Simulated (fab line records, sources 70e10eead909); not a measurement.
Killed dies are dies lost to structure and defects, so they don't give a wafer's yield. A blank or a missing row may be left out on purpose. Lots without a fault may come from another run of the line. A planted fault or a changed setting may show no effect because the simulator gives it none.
Which tool did it? | flow nand_harc | 11 lots, 33 wafers sampled, at 4 steps of a route of 1159

WHAT THE GAUGES READ, wafer by wafer
NHARC_P_M0_CD_MEAS_09: target cd 90 nm.
lot  | measured     | on        | cd_nm (nm)
L659 | day 5 20:10  | cd_sem-03 | 89.5 89.9 90.1
L660 | day 6 10:58  | cd_sem-01 | 90.3 89.8 89.9
L662 | day 6 14:37  | cd_sem-03 | 90.0 90.4 90.1
L663 | day 7 01:14  | cd_sem-01 | 89.9 89.3 89.7
L668 | day 8 01:58  | cd_sem-01 | 97.6 97.5 98.1
L666 | day 8 02:56  | cd_sem-01 | 95.8 96.1 96.0
L675 | day 9 22:26  | cd_sem-02 | 91.2 90.2 90.5
L677 | day 10 03:56 | cd_sem-03 | 90.5 90.1 89.7
L678 | day 10 11:35 | cd_sem-03 | 89.8 89.3 89.8
L679 | day 10 23:49 | cd_sem-03 | 89.7 90.2 90.4
L682 | day 11 07:46 | cd_sem-02 | 90.1 90.6 90.6

WHICH TOOL RAN EACH LOT (tool, then ch and the chambers of the sampled wafers, then the start)
lot  | NHARC_P_CONTACT_STRIP_28           | NHARC_P_CONTACT_PVD_32                  | NHARC_P_M0_EXPOSE_06
L659 | rie_diel-12 ch 0,3, day 5 14:18    | pvd_sputter-02, day 5 20:02 or earlier  | arfi_scanner-03 ch 0, day 5 20:02
L660 | rie_diel-12 ch 1,2,3, day 5 22:58  | pvd_sputter-02, day 6 10:50 or earlier  | arfi_scanner-02 ch 0, day 6 10:50
L662 | rie_diel-12 ch 0,1,2, day 6 11:16  | pvd_sputter-02, day 6 14:28 or earlier  | arfi_scanner-01 ch 0, day 6 14:28
L663 | rie_diel-13 ch 1,2, day 6 16:55    | pvd_sputter-03, day 7 01:05 or earlier  | arfi_scanner-02 ch 0, day 7 01:05
L668 | rie_diel-12 ch 1,2,3, day 7 23:02  | pvd_sputter-02, day 8 01:49 or earlier  | arfi_scanner-02 ch 0, day 8 01:49
L666 | rie_diel-12 ch 1,2,3, day 8 00:01  | pvd_sputter-03, day 8 02:48 or earlier  | arfi_scanner-02 ch 0, day 8 02:48
L675 | rie_diel-13 ch 0,3, day 9 16:28    | pvd_sputter-03, day 9 22:19 or earlier  | arfi_scanner-01 ch 0, day 9 22:19
L677 | rie_diel-12 ch 0,2,3, day 10 00:53 | pvd_sputter-03, day 10 03:48 or earlier | arfi_scanner-03 ch 0, day 10 03:48
L678 | rie_diel-12 ch 1,2, day 10 08:39   | pvd_sputter-01, day 10 11:26 or earlier | arfi_scanner-03 ch 0, day 10 11:26
L679 | rie_diel-12 ch 0,1,2, day 10 18:11 | pvd_sputter-01, day 10 23:40 or earlier | arfi_scanner-01 ch 0, day 10 23:40
L682 | rie_diel-13 ch 0,1,3, day 11 02:58 | pvd_sputter-02, day 11 07:38 or earlier | arfi_scanner-03 ch 0, day 11 07:38
- NHARC_P_CONTACT_STRIP_28: strips in O2.
- NHARC_P_CONTACT_PVD_32: deposits Ti, target thk 5 nm, time 17.7 s.
- NHARC_P_M0_EXPOSE_06: exposes mask P M0, target cd 90 nm.

THE ANSWER, worked out from the rows above alone
Rule: what is usual is taken from the lots themselves. Put in order of their means at a reading, lots are off if they are a third of the lots or fewer, leave a main group of 4 or more, and stand apart from it by a gap of 3 or more times the standard deviation of the main group's means; of several such gaps the widest counts. A main group whose means are all the same, to the digits that the tables above print for the reading, isn't used. A lot without any number at a reading at which 4 lots or more have one is off too. The other lots that the step has rows for count as sound.
Off: L668, L666, at NHARC_P_M0_CD_MEAS_09 (cd_nm). The main group: mean 90.1 nm, standard deviation 0.32.
A tool fits if, at a process step before that reading, it ran every lot that is off, and no sound lot after the first of them. The gauges at NHARC_P_M0_CD_MEAS_09 are tried like those tools. NHARC_P_CONTACT_PVD_32 gives no start for some lots, so the hours and the order of its lots are those of NHARC_P_M0_EXPOSE_06. Can't be told from this: 2 tools fit, arfi_scanner-02 at NHARC_P_M0_EXPOSE_06, cd_sem-01 at NHARC_P_M0_CD_MEAS_09.

WHAT THE SIMULATOR HAD PUT IN
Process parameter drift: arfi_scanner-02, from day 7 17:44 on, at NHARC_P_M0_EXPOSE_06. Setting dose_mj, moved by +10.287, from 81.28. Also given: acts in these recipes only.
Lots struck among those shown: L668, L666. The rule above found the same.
